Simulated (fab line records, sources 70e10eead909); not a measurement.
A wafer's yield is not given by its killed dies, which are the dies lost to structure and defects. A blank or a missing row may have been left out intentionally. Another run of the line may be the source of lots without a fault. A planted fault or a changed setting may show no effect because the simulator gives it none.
The tool behind it: which one? :: flow nand harc :: 45 wafers from 15 lots sampled at 4 of the route's 1159 steps

== WHAT THE GAUGES SHOWED, per wafer ==
No reading from a measuring or inspecting step in the record can be judged against a usual standard deviation.

== EACH LOT AND THE TOOL THAT RAN IT (in order: tool; ch and the chambers of the sampled wafers; start) ==
lot: L296
NHARC_A_CHANNEL_FILL_D1_CMP_10: cmp-01 ch 0,1,3, day 10 10:56
NHARC_A_STAIRCASE_DEP_156: pecvd-02 ch 0,2, day 10 11:39
NHARC_A_STAIRCASE_DEVELOP_165: litho track-02 ch 0, day 10 12:00
NHARC_A_STAIRCASE_ETCH_170: rie diel-04 ch 0,2, no start

lot: L298
NHARC_A_CHANNEL_FILL_D1_CMP_10: cmp-03 ch 0,1,3, day 11 06:28
NHARC_A_STAIRCASE_DEP_156: pecvd-03 ch 0,1,2, day 11 08:07
NHARC_A_STAIRCASE_DEVELOP_165: litho track-07 ch 0, day 11 08:00
NHARC_A_STAIRCASE_ETCH_170: rie diel-07 ch 0,3, no start

lot: L297
NHARC_A_CHANNEL_FILL_D1_CMP_10: cmp-04 ch 0,2,3, day 11 09:46
NHARC_A_STAIRCASE_DEP_156: pecvd-03 ch 0,1,2, day 11 10:28
NHARC_A_STAIRCASE_DEVELOP_165: litho track-07 ch 0, day 11 11:00
NHARC_A_STAIRCASE_ETCH_170: rie diel-05 ch 0,1,2, no start

lot: L300
NHARC_A_CHANNEL_FILL_D1_CMP_10: cmp-01 ch 0,1, day 11 18:29
NHARC_A_STAIRCASE_DEP_156: pecvd-02 ch 1,2, day 11 19:08
NHARC_A_STAIRCASE_DEVELOP_165: litho track-03 ch 0, day 11 19:00
NHARC_A_STAIRCASE_ETCH_170: rie diel-05 ch 2,3, no start

lot: L303
NHARC_A_CHANNEL_FILL_D1_CMP_10: cmp-03 ch 0,1,2, day 12 10:33
NHARC_A_STAIRCASE_DEP_156: pecvd-03 ch 0,2, day 12 11:14
NHARC_A_STAIRCASE_DEVELOP_165: litho track-02 ch 0, day 12 11:00
NHARC_A_STAIRCASE_ETCH_170: rie diel-04 ch 0,2, no start

lot: L304
NHARC_A_CHANNEL_FILL_D1_CMP_10: cmp-01 ch 0,1, day 12 10:33
NHARC_A_STAIRCASE_DEP_156: pecvd-01 ch 1,2, day 12 11:22
NHARC_A_STAIRCASE_DEVELOP_165: litho track-03 ch 0, day 12 12:00
NHARC_A_STAIRCASE_ETCH_170: rie diel-04 ch 0,3, no start

lot: L305
NHARC_A_CHANNEL_FILL_D1_CMP_10: cmp-04 ch 0,3, day 12 22:25
NHARC_A_STAIRCASE_DEP_156: pecvd-03 ch 1,2, day 12 23:08
NHARC_A_STAIRCASE_DEVELOP_165: litho track-03 ch 0, day 12 23:00
NHARC_A_STAIRCASE_ETCH_170: rie diel-07 ch 0,2, no start

lot: L307
NHARC_A_CHANNEL_FILL_D1_CMP_10: cmp-04 ch 0,1,3, day 13 01:59
NHARC_A_STAIRCASE_DEP_156: pecvd-03 ch 0,2, day 13 02:40
NHARC_A_STAIRCASE_DEVELOP_165: litho track-02 ch 0, day 13 03:00
NHARC_A_STAIRCASE_ETCH_170: rie diel-07 ch 0,3, no start

lot: L308
NHARC_A_CHANNEL_FILL_D1_CMP_10: cmp-01 ch 0,2,3, day 13 20:54
NHARC_A_STAIRCASE_DEP_156: pecvd-02 ch 0,2, day 13 21:35
NHARC_A_STAIRCASE_DEVELOP_165: litho track-02, day 13 22:00
NHARC_A_STAIRCASE_ETCH_170: rie diel-04 ch 0,1,2, no start

lot: L309
NHARC_A_CHANNEL_FILL_D1_CMP_10: cmp-04 ch 2,3, day 13 20:54
NHARC_A_STAIRCASE_DEP_156: pecvd-01 ch 1,2, day 13 21:45
NHARC_A_STAIRCASE_DEVELOP_165: litho track-03, day 13 22:00
NHARC_A_STAIRCASE_ETCH_170: rie diel-04 ch 1,2,3, no start

lot: L310
NHARC_A_CHANNEL_FILL_D1_CMP_10: cmp-03 ch 1,2,3, day 14 06:29
NHARC_A_STAIRCASE_DEP_156: pecvd-02 ch 1,2, day 14 07:22
NHARC_A_STAIRCASE_DEVELOP_165: litho track-02, day 14 07:00
NHARC_A_STAIRCASE_ETCH_170: rie diel-04 ch 1,2,3, no start

lot: L313
NHARC_A_CHANNEL_FILL_D1_CMP_10: cmp-01 ch 1,2,3, day 14 21:11
NHARC_A_STAIRCASE_DEP_156: pecvd-01 ch 0,2, day 14 22:02
NHARC_A_STAIRCASE_DEVELOP_165: litho track-03 ch 0, day 14 22:00
NHARC_A_STAIRCASE_ETCH_170: rie diel-05 ch 0,2,3, no start

lot: L312
NHARC_A_CHANNEL_FILL_D1_CMP_10: cmp-03 ch 1,2, day 14 21:13
NHARC_A_STAIRCASE_DEP_156: pecvd-03 ch 1,2, day 14 22:02
NHARC_A_STAIRCASE_DEVELOP_165: litho track-02 ch 0, day 14 22:00
NHARC_A_STAIRCASE_ETCH_170: rie diel-04 ch 1,2,3, no start

lot: L319
NHARC_A_CHANNEL_FILL_D1_CMP_10: cmp-04 ch 0,3, day 16 02:52
NHARC_A_STAIRCASE_DEP_156: pecvd-02 ch 1,2, day 16 03:34
NHARC_A_STAIRCASE_DEVELOP_165: litho track-02 ch 0, day 16 04:00
NHARC_A_STAIRCASE_ETCH_170: rie diel-04 ch 0,2,3, no start

lot: L318
NHARC_A_CHANNEL_FILL_D1_CMP_10: cmp-04 ch 0,1,3, day 16 10:59
NHARC_A_STAIRCASE_DEP_156: pecvd-03 ch 0,1, day 16 11:46
NHARC_A_STAIRCASE_DEVELOP_165: litho track-07 ch 0, day 16 12:00
NHARC_A_STAIRCASE_ETCH_170: rie diel-04 ch 0,1,3, no start
- NHARC_A_CHANNEL_FILL_D1_CMP_10: polishes, target thk 150 nm.
- NHARC_A_STAIRCASE_DEP_156: deposits SiNx, target thk 50 nm.
- NHARC_A_STAIRCASE_DEVELOP_165: time 140 s.
- NHARC_A_STAIRCASE_ETCH_170: etches the open film in C4F6/O2, target depth 200 nm, time 66.667 s.

== WHAT THE TOOLS THEMSELVES READ (means of the sampled wafers that have a number; where no wafer has one, the mark that the record gives instead) ==
NHARC_A_CHANNEL_FILL_D1_CMP_10.
lot: L296
tool: cmp-01
motor current A (A): 11.9
slurry filter dp kPa (kPa): 13.48
time to endpoint s (s): 10.6

lot: L298
tool: cmp-03
motor current A (A): 11.5
slurry filter dp kPa (kPa): 13.42
time to endpoint s (s): 15.7

lot: L297
tool: cmp-04
motor current A (A): 11.9
slurry filter dp kPa (kPa): 13.45
time to endpoint s (s): 14.8

lot: L300
tool: cmp-01
motor current A (A): 11.5
slurry filter dp kPa (kPa): 13.55
time to endpoint s (s): 12.3

lot: L303
tool: cmp-03
motor current A (A): 12.3
slurry filter dp kPa (kPa): 13.41
time to endpoint s (s): 15.4

lot: L304
tool: cmp-01
motor current A (A): 11.7
slurry filter dp kPa (kPa): 13.51
time to endpoint s (s): 13.1

lot: L305
tool: cmp-04
motor current A (A): 11.8
slurry filter dp kPa (kPa): 13.46
time to endpoint s (s): 14.2

lot: L307
tool: cmp-04
motor current A (A): 12.7
slurry filter dp kPa (kPa): 13.54
time to endpoint s (s): 15.4

lot: L308
tool: cmp-01
motor current A (A): 12.6
slurry filter dp kPa (kPa): 13.47
time to endpoint s (s): 12.4

lot: L309
tool: cmp-04
motor current A (A): 11.7
slurry filter dp kPa (kPa): 13.39
time to endpoint s (s): 16.0

lot: L310
tool: cmp-03
motor current A (A): 12.4
slurry filter dp kPa (kPa): 13.42
time to endpoint s (s): 13.6

lot: L313
tool: cmp-01
motor current A (A): 12.1
slurry filter dp kPa (kPa): 13.63
time to endpoint s (s): 13.1

lot: L312
tool: cmp-03
motor current A (A): 13.2
slurry filter dp kPa (kPa): 13.53
time to endpoint s (s): 17.5

lot: L319
tool: cmp-04
motor current A (A): 12.4
slurry filter dp kPa (kPa): 13.43
time to endpoint s (s): 14.9

lot: L318
tool: cmp-04
motor current A (A): 12.4
slurry filter dp kPa (kPa): 13.60
time to endpoint s (s): 12.6

NHARC_A_STAIRCASE_DEP_156.
lot: L296
tool: pecvd-02
heater power w (W): 694
showerhead vpp V (V): 1295

lot: L298
tool: pecvd-03
heater power w (W): 737
showerhead vpp V (V): 1378

lot: L297
tool: pecvd-03
heater power w (W): 702
showerhead vpp V (V): 1379

lot: L300
tool: pecvd-02
heater power w (W): 769
showerhead vpp V (V): 1309

lot: L303
tool: pecvd-03
heater power w (W): 701
showerhead vpp V (V): 1377

lot: L304
tool: pecvd-01
heater power w (W): 767
showerhead vpp V (V): 1259

lot: L305
tool: pecvd-03
heater power w (W): 741
showerhead vpp V (V): 1372

lot: L307
tool: pecvd-03
heater power w (W): 660
showerhead vpp V (V): 1383

lot: L308
tool: pecvd-02
heater power w (W): 642
showerhead vpp V (V): 1302

lot: L309
tool: pecvd-01
heater power w (W): 788
showerhead vpp V (V): 1288

lot: L310
tool: pecvd-02
heater power w (W): 725
showerhead vpp V (V): 1311

lot: L313
tool: pecvd-01
heater power w (W): 715
showerhead vpp V (V): 1252

lot: L312
tool: pecvd-03
heater power w (W): 736
showerhead vpp V (V): 1359

lot: L319
tool: pecvd-02
heater power w (W): 774
showerhead vpp V (V): 1332

lot: L318
tool: pecvd-03
heater power w (W): 744
showerhead vpp V (V): 1371

NHARC_A_STAIRCASE_DEVELOP_165.
lot: L296
tool: litho track-02
chill plate temp C (C): 23.06
exhaust pa (Pa): 46.3

lot: L298
tool: litho track-07
chill plate temp C (C): 22.93
exhaust pa (Pa): 45.9

lot: L297
tool: litho track-07
chill plate temp C (C): 23.00
exhaust pa (Pa): 45.4

lot: L300
tool: litho track-03
chill plate temp C (C): 23.04
exhaust pa (Pa): 44.7

lot: L303
tool: litho track-02
chill plate temp C (C): 23.08
exhaust pa (Pa): 45.1

lot: L304
tool: litho track-03
chill plate temp C (C): 23.10
exhaust pa (Pa): 44.0

lot: L305
tool: litho track-03
chill plate temp C (C): 23.04
exhaust pa (Pa): 44.9

lot: L307
tool: litho track-02
chill plate temp C (C): 22.99
exhaust pa (Pa): 45.1

lot: L308
tool: litho track-02
chill plate temp C (C): -
exhaust pa (Pa): -

lot: L309
tool: litho track-03
chill plate temp C (C): -
exhaust pa (Pa): -

lot: L310
tool: litho track-02
chill plate temp C (C): -
exhaust pa (Pa): -

lot: L313
tool: litho track-03
chill plate temp C (C): 23.06
exhaust pa (Pa): 44.4

lot: L312
tool: litho track-02
chill plate temp C (C): 23.00
exhaust pa (Pa): 43.2

lot: L319
tool: litho track-02
chill plate temp C (C): 23.11
exhaust pa (Pa): 45.0

lot: L318
tool: litho track-07
chill plate temp C (C): 22.90
exhaust pa (Pa): 45.3

NHARC_A_STAIRCASE_ETCH_170.
lot: L296
tool: rie diel-04
drypump motor current A (A): 6.0
oes product au (a.u.): 0.974
rf vpp V (V): 548
showerhead plenum p Torr (Torr): 3.97
throttle valve pct (%): 26.907

lot: L298
tool: rie diel-07
drypump motor current A (A): 5.6
oes product au (a.u.): 0.986
rf vpp V (V): 550
showerhead plenum p Torr (Torr): 4.10
throttle valve pct (%): 26.900

lot: L297
tool: rie diel-05
drypump motor current A (A): 5.9
oes product au (a.u.): 0.979
rf vpp V (V): 551
showerhead plenum p Torr (Torr): 4.11
throttle valve pct (%): 26.904

lot: L300
tool: rie diel-05
drypump motor current A (A): 5.9
oes product au (a.u.): 0.988
rf vpp V (V): 551
showerhead plenum p Torr (Torr): 4.16
throttle valve pct (%): 26.902

lot: L303
tool: rie diel-04
drypump motor current A (A): 6.2
oes product au (a.u.): 0.961
rf vpp V (V): 548
showerhead plenum p Torr (Torr): 4.01
throttle valve pct (%): 26.895

lot: L304
tool: rie diel-04
drypump motor current A (A): 6.2
oes product au (a.u.): 0.967
rf vpp V (V): 549
showerhead plenum p Torr (Torr): 4.03
throttle valve pct (%): 26.902

lot: L305
tool: rie diel-07
drypump motor current A (A): 5.2
oes product au (a.u.): 0.979
rf vpp V (V): 546
showerhead plenum p Torr (Torr): 3.88
throttle valve pct (%): 26.903

lot: L307
tool: rie diel-07
drypump motor current A (A): 5.6
oes product au (a.u.): 0.983
rf vpp V (V): 549
showerhead plenum p Torr (Torr): 4.10
throttle valve pct (%): 26.904

lot: L308
tool: rie diel-04
drypump motor current A (A): 6.0
oes product au (a.u.): 0.990
rf vpp V (V): 545
showerhead plenum p Torr (Torr): 3.89
throttle valve pct (%): 26.901

lot: L309
tool: rie diel-04
drypump motor current A (A): 5.9
oes product au (a.u.): 0.961
rf vpp V (V): 545
showerhead plenum p Torr (Torr): 3.87
throttle valve pct (%): 26.906

lot: L310
tool: rie diel-04
drypump motor current A (A): 5.9
oes product au (a.u.): 0.983
rf vpp V (V): 546
showerhead plenum p Torr (Torr): 3.86
throttle valve pct (%): 26.897

lot: L313
tool: rie diel-05
drypump motor current A (A): 5.5
oes product au (a.u.): 0.945
rf vpp V (V): 552
showerhead plenum p Torr (Torr): 4.13
throttle valve pct (%): 26.907

lot: L312
tool: rie diel-04
drypump motor current A (A): 5.9
oes product au (a.u.): 0.974
rf vpp V (V): 546
showerhead plenum p Torr (Torr): 3.86
throttle valve pct (%): 26.903

lot: L319
tool: rie diel-04
drypump motor current A (A): 6.0
oes product au (a.u.): 0.970
rf vpp V (V): 547
showerhead plenum p Torr (Torr): 3.97
throttle valve pct (%): 26.896

lot: L318
tool: rie diel-04
drypump motor current A (A): 6.0
oes product au (a.u.): 0.959
rf vpp V (V): 546
showerhead plenum p Torr (Torr): 3.90
throttle valve pct (%): 26.903

== THE ANSWER, worked out from the rows above alone ==
Rule: what is usual is taken from the lots themselves. Put in order of their means at a reading, lots are off if they are a third of the lots or fewer, leave a main group of 4 or more, and stand apart from it by a gap of 3 or more times the standard deviation of the main group's means; of several such gaps the widest counts. A main group whose means are all the same, to the digits that the tables above print for the reading, isn't used. Also off: a lot with no number at a reading for which 4 or more lots have one. The other lots that the step has rows for count as sound. The gauges are gone through in route order, then the tools' own readings, and for those a lot's mean is taken as printed above. The first step at which some lot is off is used, and at that step the reading that is off furthest; a lot without a number counts as furthest.
Off: L308, L309, L310 (NHARC_A_STAIRCASE_DEVELOP_165, chill plate temp C). Without a number there: L308, L309, L310. The main group has a mean of 23.03 C with a standard deviation of 0.062.
A tool fits if, at that step or a process step before it, it ran every lot that is off, and no sound lot after the first of them. Not one of the candidates tried fits.

== WHAT HAD BEEN PUT IN BY THE SIMULATOR ==
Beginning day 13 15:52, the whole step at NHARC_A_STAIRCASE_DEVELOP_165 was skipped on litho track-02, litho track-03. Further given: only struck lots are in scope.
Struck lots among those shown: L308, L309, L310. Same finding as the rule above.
